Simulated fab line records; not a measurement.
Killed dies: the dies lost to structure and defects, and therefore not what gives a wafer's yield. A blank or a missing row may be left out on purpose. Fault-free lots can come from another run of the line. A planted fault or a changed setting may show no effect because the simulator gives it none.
Split-lot trial + flow n5Finfet + 21 wafers read from 7 lots, route of 1938 steps

## ABOUT THE SPLIT
At N5_SDB_EXPOSE_08 (exposes mask SDB), the setting doseMj was moved away from the recipe's 49.6 on 7 of the 21 wafers read, by -5.3% to +3.7%. The other wafers ran this setting at the recipe's value.

## FROM THE SPLIT TO THE READING: what the file shows between them, 2 steps
- N5_SDB_PEB_09: peb time 60 s
- N5_SDB_DEVELOP_10: develop time 30 s

## THE READING
At N5_SDB_CD_MEAS_11: cdNm in nanometres, against a target cd of 50 nm. Typical for fault-free wafers on this fab line: 50.3 nm, with standard deviation 1.6 nm.

| wafer  | tool, chamber at the split | doseMj as run | against the recipe | cdNm, nm | against lot-mates on the recipe |
|--------|----------------------------|---------------|--------------------|----------|---------------------------------|
| L075.2 | arfiScanner-01, 0          | 49.6          | recipe             | 52.0     | -                               |
| L075.4 | arfiScanner-01, 0          | 46.96         | -5.3%              | 45.6     | -5.4                            |
| L075.6 | arfiScanner-01, 0          | 49.6          | recipe             | 50.1     | -                               |
| L076.2 | arfiScanner-03, 0          | 49.6          | recipe             | 48.0     | -                               |
| L076.4 | arfiScanner-03, 0          | 49.6          | recipe             | 47.5     | -                               |
| L076.6 | arfiScanner-03, 0          | 49.6          | recipe             | 46.3     | -                               |
| L079.1 | arfiScanner-02, 0          | 49.6          | recipe             | 49.3     | -                               |
| L079.4 | arfiScanner-02, 0          | 51.29         | +3.4%              | 55.4     | +5.4                            |
| L079.6 | arfiScanner-02, 0          | 49.6          | recipe             | 50.6     | -                               |
| L083.2 | arfiScanner-02, 0          | 47.56         | -4.1%              | 48.1     | no lot-mate on the recipe       |
| L083.4 | arfiScanner-02, 0          | 47.56         | -4.1%              | 46.1     | no lot-mate on the recipe       |
| L083.5 | arfiScanner-02, 0          | 47.56         | -4.1%              | 45.3     | no lot-mate on the recipe       |
| L087.1 | arfiScanner-01, 0          | 49.6          | recipe             | 52.3     | -                               |
| L087.5 | arfiScanner-01, 0          | 48.58         | -2.1%              | 48.5     | -3.1                            |
| L087.6 | arfiScanner-01, 0          | 49.6          | recipe             | 51.0     | -                               |
| L092.1 | arfiScanner-01, 0          | 49.6          | recipe             | 51.3     | -                               |
| L092.5 | arfiScanner-01, 0          | 51.42         | +3.7%              | 55.8     | +4.6                            |
| L092.6 | arfiScanner-01, 0          | 49.6          | recipe             | 51.1     | -                               |
| L096.2 | arfiScanner-01, 0          | 49.6          | recipe             | 50.9     | -                               |
| L096.3 | arfiScanner-01, 0          | 49.6          | recipe             | 50.2     | -                               |
| L096.4 | arfiScanner-01, 0          | 49.6          | recipe             | 50.4     | -                               |

THE FIT
A straight line over all 21 wafers: cdNm changes by +1.06 nm for each +1% of doseMj; r = +0.83; the points scatter about the line by 1.6 nm.
The same after taking each lot's own level away (the mean of its wafers on the recipe; 18 wafers): +1.23 nm for each +1%; r = +0.96; scatter 0.72 nm.
The reading moves by 6.6 nm for the largest change in doseMj, on that fit.
Measured against the standard deviation above, the lots' own levels, which go from 47.27 to 51.65 nm, span 2.7 times it.
So the slope is not independent of the lot-to-lot level: the two fits are not the same.
Check: with one of the wafers moved furthest among these (-5.3%) left out of the fit, the line predicts -7.65 nm for it against its lot-mates. Against them it came out at -5.45 nm.

## OTHER SPLITS ON THESE WAFERS
Other splits were also applied to these wafers ahead of the reading. Each is held against what the fit with the lots' levels taken away leaves over:
| other split on the same wafers       | wafers away from the commonest value | r with cdNm (lot level and that fit taken away) |
|--------------------------------------|--------------------------------------|-------------------------------------------------|
| N5_FIN_SAQP_SPACER1_ALD_24 aldCycles | 12                                   | -0.12                                           |
| N5_FIN_CUT_EXPOSE_05 doseMj          | 5                                    | -0.07                                           |
| N5_DUMMY_GATE_PECVD_30 timeS         | 7                                    | -0.56                                           |
| N5_DUMMY_GATE_COAT_35 spinRpm        | 7                                    | +0.12                                           |

## THE FILE'S OWN FIT
cdNm changes by +1.23 nm for each +1% of doseMj, r = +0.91.
